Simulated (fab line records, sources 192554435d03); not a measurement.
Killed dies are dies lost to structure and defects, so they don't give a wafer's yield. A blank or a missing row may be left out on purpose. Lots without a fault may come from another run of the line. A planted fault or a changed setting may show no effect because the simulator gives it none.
fab line records | flow n5_finfet
record lots=11 wafers=31 last_day=16
route steps=1938 shown BEOL_M5@1161
lots that met no fault: from a run of the same line without faults
start_h: hours from the record's first day to the start of the lot's first wafer shown | wait_h: hours since the lot's step before | " the same as in the row above | L1.1+2: a row that stands for several wafers | - no value, or no start given | * or withheld: withheld | < > ~ a bound
route shown NAME@n: a module of which the file shows steps, and the number in the route of the first | usual: mean/standard deviation of fault-free wafers | same: alike in all rows | chamber/n: place in a boat | sites: the reading at each site | _std_site: their standard deviation | _edge_site: outer sites' mean less inner sites' | radius_mm: how far each site lies from the wafer's centre | mask NAME#n: copy n | behind: the tool/chamber that last shaped the wafer | hold: why the lot was held/for how many hours/how that ended | device: the transistor (n, p or np) that didn't switch | end of line: the same wafers' tests at the end of the route | a step without rows: its recipe alone | killed: dies lost to structure and defects at the first sort, not the wafer's yield | map: a wafer's dies, x killed, . not, _ none there
set.NAME: the setting as run; set.NAME@STEP: as run at that earlier step | model.NAME: the simulator's own value behind a step, which no gauge read
steps of the route over a sample of lots; a table a step, a row a wafer
services: from which hour (start_h, from the record's first day; less than 0 if before it) a tool's chamber was out of use, for how many hours, and why
## steps
# step N5_BEOL_M5_ETCH_41
# recipe chemistry=CH3F/O2 target=SiCN target_depth_a=315 taper_deg=2 time_s=56.7 ion_energy_ev=120 mask_material=TiN pressure_mtorr=30 source_w=395 bias_w=75 Ar_flow_sccm=150 CH3F_flow_sccm=30 O2_flow_sccm=20
# usual drypump_motor_current_A=5.9/0.45 oes_product_au=0.81/0.081 rf_vpp_V=297.7/1.7 showerhead_plenum_p_Torr=2.02/0.081 throttle_valve_pct=16.30/0.23
# columns lot.wafer tool chamber start_h wait_h drypump_motor_current_A oes_product_au rf_hours_counter_h rf_vpp_V showerhead_plenum_p_Torr throttle_valve_pct
L333.3 rie_diel-03 1 - - 5.9 0.74 158 297.4 2.08 16.54
L333.4 " 3 " " 5.4 0.68 244 297.2 1.98 16.75
L333.5 " 0 " " 6.7 0.91 - 296.6 1.96 16.15
L334.2 rie_diel-03 0 - - 6.6 0.89 21 296.4 1.96 16.16
L334.3 " 2 " " 5.3 0.76 146 296.8 1.92 16.39
L334.5 " 2 " " 5.3 0.75 - 294.5 1.92 16.38
L336.2 rie_diel-02 1 - - 6.2 0.75 154 298.4 2.08 16.04
L336.4 " 0 " " 6.0 0.84 76 300.4 2.11 16.00
L336.5 " 0 " " 6.0 0.83 - 300.0 2.11 16.00
L337.3 rie_diel-03 1 - - 5.9 0.73 171 297.7 2.08 16.56
L337.4 " 1 " " 5.9 0.73 - 299.4 2.08 16.56
L337.5 " 2 " " 5.3 0.75 - 297.6 1.92 16.39
L338.1 rie_diel-06 2 - - 5.2 0.87 44 299.5 2.04 16.22
L338.2 " 0 " " 6.0 0.67 242 295.8 1.97 16.53
L338.6 " 2 " " 5.2 0.87 - 297.8 2.04 16.22
L340.2 rie_diel-03 3 - - 5.3 0.95 6 296.3 1.97 16.29
L340.3 " 1 " " 5.9 0.72 178 298.9 2.08 16.56
L340.4 " 0 " " 6.7 0.87 34 296.4 1.96 16.22
L342.2 rie_diel-02 3 - - 5.6 0.92 22 298.9 2.14 16.16
L342.3 " 2 " " 6.2 0.73 202 296.0 1.91 16.72
L342.6 " 0 " " 6.0 0.81 - 299.8 2.11 16.03
L344.1 rie_diel-03 2 - - 5.3 0.74 163 295.1 1.91 16.42
L344.4 " 1 " " 5.9 0.72 183 299.3 2.08 16.58
L344.5 " 1 " " 5.9 0.72 - 298.9 2.08 16.59
L347.1 rie_diel-06 2 - - 5.2 0.84 65 298.4 2.03 16.25
L347.6 " 2 " " 5.2 0.84 - 298.6 2.03 16.29
L350.3 rie_diel-02 3 - - 5.6 0.89 41 299.8 2.13 16.21
L350.6 " 2 " " 6.2 0.72 - 295.7 1.90 16.74
L355.1 rie_diel-02 2 - - 6.2 0.71 225 294.9 1.90 16.76
L355.2 " 1 " " 6.2 0.71 190 298.5 2.07 16.10
L355.6 " 1 " " 6.3 0.72 - 298.6 2.07 16.08
# step N5_BEOL_M5_STRIP_91
# recipe chemistry=N2/H2 time_s=10 power_w=450 temp_c=40 pressure_mtorr=20 rf_frequency_hz=6e+07 bias_power_w=7 n2_flow_sccm=200 h2_flow_sccm=200
# usual drypump_motor_current_A=5.9/0.45 oes_product_au=0.81/0.08 rf_vpp_V=59.4/0.86 showerhead_plenum_p_Torr=2.56/0.1 throttle_valve_pct=23.7/0.34
# columns lot.wafer tool chamber start_h wait_h drypump_motor_current_A oes_product_au rf_hours_counter_h rf_vpp_V showerhead_plenum_p_Torr throttle_valve_pct
L333.3 rie_diel-03 1 - - 5.9 0.74 158 60.1 2.65 24.1
L333.4 " 3 " " 5.3 0.67 244 58.6 2.50 23.9
L333.5 " 0 " " 6.6 0.90 - 59.1 2.49 23.6
L334.2 rie_diel-03 0 - - 6.7 0.89 22 58.7 2.49 23.6
L334.3 " 2 " " 5.3 0.75 146 58.9 2.45 24.0
L334.5 " 2 " " 5.3 0.76 - 58.1 2.45 24.0
L336.2 rie_diel-02 1 - - 6.2 0.74 154 59.9 2.65 23.2
L336.4 " 0 " " 6.0 0.84 76 59.8 2.68 23.3
L336.5 " 0 " " 6.1 0.84 - 60.2 2.68 23.3
L337.3 rie_diel-03 1 - - 5.9 0.74 171 59.3 2.65 24.1
L337.4 " 1 " " 5.9 0.73 - 58.6 2.65 24.1
L337.5 " 2 " " 5.3 0.76 - 57.9 2.45 24.0
L338.1 rie_diel-06 2 - - 5.2 0.87 44 58.1 2.57 23.6
L338.2 " 0 " " 6.0 0.67 242 58.5 2.50 23.8
L338.6 " 2 " " 5.2 0.87 - 59.1 2.57 23.7
L340.2 rie_diel-03 3 - - 5.3 0.96 6 58.8 2.50 23.5
L340.3 " 1 " " 6.0 0.73 178 59.6 2.64 24.1
L340.4 " 0 " " 6.7 0.87 34 58.8 2.48 23.6
L342.2 rie_diel-02 3 - - 5.6 0.92 22 60.7 2.70 23.4
L342.3 " 2 " " 6.2 0.73 202 58.5 2.41 24.1
L342.6 " 0 " " 6.0 0.82 - 60.8 2.67 23.3
L344.1 rie_diel-03 2 - - 5.3 0.73 163 60.0 2.44 24.0
L344.4 " 1 " " 5.9 0.72 183 59.1 2.64 24.1
L344.5 " 1 " " 6.0 0.71 - 60.2 2.64 24.2
L347.1 rie_diel-06 2 - - 5.2 0.85 65 59.8 2.56 23.7
L347.6 " 2 " " 5.2 0.84 - 58.2 2.57 23.7
L350.3 rie_diel-02 3 - - 5.6 0.89 41 59.0 2.69 23.5
L350.6 " 2 " " 6.2 0.72 - 58.4 2.41 24.1
L355.1 rie_diel-02 2 - - 6.2 0.72 225 57.4 2.41 24.1
L355.2 " 1 " " 6.2 0.72 190 59.5 2.63 23.2
L355.6 " 1 " " 6.2 0.71 - 60.1 2.63 23.2
# step N5_BEOL_M5_CD_MEAS_35
# recipe target_cd_nm=28 target_cd_y_nm=24 polarity=opening
# usual cd_nm=28.20/0.26
# columns lot.wafer tool chamber start_h wait_h cd_nm
L333.3 cd_sem-03 - 160.77 0.0 28.17
L333.4 " - " " 28.41
L333.5 " - " " 28.20
L334.2 cd_sem-01 - 181.41 0.0 27.50
L334.3 " - " " 27.98
L334.5 " - " " 28.09
L336.2 cd_sem-03 - 188.62 0.0 28.03
L336.4 " - " " 28.40
L336.5 " - " " 28.38
L337.3 cd_sem-02 - 191.67 0.0 28.75
L337.4 " - " " 28.58
L337.5 " - " " 28.16
L338.1 cd_sem-01 - 200.42 0.0 28.30
L338.2 " - " " 28.26
L338.6 " - " " 28.22
L340.2 cd_sem-01 - 216.72 0.0 27.97
L340.3 " - " " 28.28
L340.4 " - " " 28.54
L342.2 cd_sem-01 - 219.36 0.0 28.42
L342.3 " - " " 28.43
L342.6 " - " " 28.39
L344.1 cd_sem-01 - 232.30 0.0 28.33
L344.4 " - " " 28.27
L344.5 " - " " 28.47
L347.1 cd_sem-01 - 261.26 0.0 28.20
L347.6 " - " " 28.16
L350.3 cd_sem-02 - 274.70 0.0 28.06
L350.6 " - " " 27.88
L355.1 cd_sem-01 - 301.20 0.0 28.40
L355.2 " - " " 28.21
L355.6 " - " " 28.41
# step N5_BEOL_M5_ALD_86
# recipe material=TaN target_thk_a=* temp_c=275 ald_precursor_family=PDMAT ald_co_reactant=NH3 pressure_torr=3 carrier_flow_sccm=1500 pulse_time_s=2 purge_time_s=3 co_reactant_purge_time_s=2 co_reactant_pulse_time_s=3 ald_cycles=30 precursor_vessel_temp_c=75 precursor_vessel_pressure_torr=26.25 precursor_vessel_carrier_sccm=1000
# usual co_reactant_pulse_time_s=3/0 heater_power_w=413/54
# columns lot.wafer tool chamber start_h wait_h co_reactant_pulse_time_s heater_power_w
L333.3 ald_metal-04 1 163.48 0.3 3 374
L333.4 " 3 " " 3 459
L333.5 " 1 " " 3 368
L334.2 ald_metal-02 3 182.17 0.0 3 477
L334.3 " 1 " " 3 377
L334.5 " 0 " " 3 452
L336.2 ald_metal-02 3 190.89 0.1 3 478
L336.4 " 0 " " 3 445
L336.5 " 3 " " 3 485
L337.3 ald_metal-04 3 194.07 0.0 3 449
L337.4 " 1 " " 3 363
L337.5 " 3 " " 3 449
L338.1 ald_metal-02 0 200.93 0.0 3 441
L338.2 " 2 " " 3 309
L338.6 " 0 " " 3 446
L340.2 ald_metal-03 0 217.28 0.1 3 404
L340.3 " 2 " " 3 423
L340.4 " 1 " " 3 398
L342.2 ald_metal-04 0 220.60 0.1 3 457
L342.3 " 3 " " 3 449
L342.6 " 2 " " 3 374
L344.1 ald_metal-02 0 233.46 0.1 3 456
L344.4 " 3 " " 3 475
L344.5 " 3 " " 3 470
L347.1 ald_metal-02 2 261.83 0.0 2.752 311
L347.6 " 3 " " 2.752 480
L350.3 ald_metal-02 1 275.46 0.0 3 383
L350.6 " 3 " " 2.752 468
L355.1 ald_metal-04 3 301.67 0.0 3 442
L355.2 " 2 " " 3 392
L355.6 " 0 " " 3 474
## services
# columns tool chamber start_h hours kind
ald_metal-02 - 146.85 2.4 repair
rie_diel-02 3 153.75 1.5 repair
ald_metal-03 - 159.25 6.0 pm
rie_diel-03 3 164.52 1.7 repair
rie_diel-06 - 179.18 14.6 pm
ald_metal-03 1 179.37 12.1 repair
rie_diel-03 3 179.37 - clean
rie_diel-03 3 179.37 - consumable_replace:focus_ring
rie_diel-03 3 179.37 16.3 scheduled_down
rie_diel-03 3 179.37 16.3 vent_cycle
rie_diel-02 0 201.01 9.1 repair
ald_metal-03 3 218.00 26.5 repair
rie_diel-02 2 223.76 6.1 repair
rie_diel-06 0 229.98 - clean
rie_diel-06 0 229.98 - consumable_replace:focus_ring
rie_diel-06 0 229.98 14.3 scheduled_down
rie_diel-06 0 229.98 14.3 vent_cycle
rie_diel-02 2 237.18 4.4 repair
rie_diel-06 2 241.17 1.2 repair
rie_diel-06 3 259.63 4.8 repair
rie_diel-06 - 298.79 0.8 repair
## key
first_sign step=N5_BEOL_M5_ALD_86 reading=co_reactant_pulse_time_s direction=down sigmas=99+ usual=* struck=*
effect none on later readings
met_at N5_BEOL_M5_ALD_86
struck_lots L347,L350
struck_wafers L347.1,L347.6,L350.6
not_acting_at N5_BEOL_M5_ETCH_41,N5_BEOL_M5_STRIP_91,N5_BEOL_M5_CD_MEAS_35
onset_between 233.46 261.83
fault kind=process_parameter_drift tool=ald_metal-02 chamber=- onset_h=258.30 steps=N5_BEOL_M5_ALD_86 channel=co_reactant_pulse_time_s offset=* shape=step end_h=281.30 scope=struck_wafers_only acts_in=* stated=*
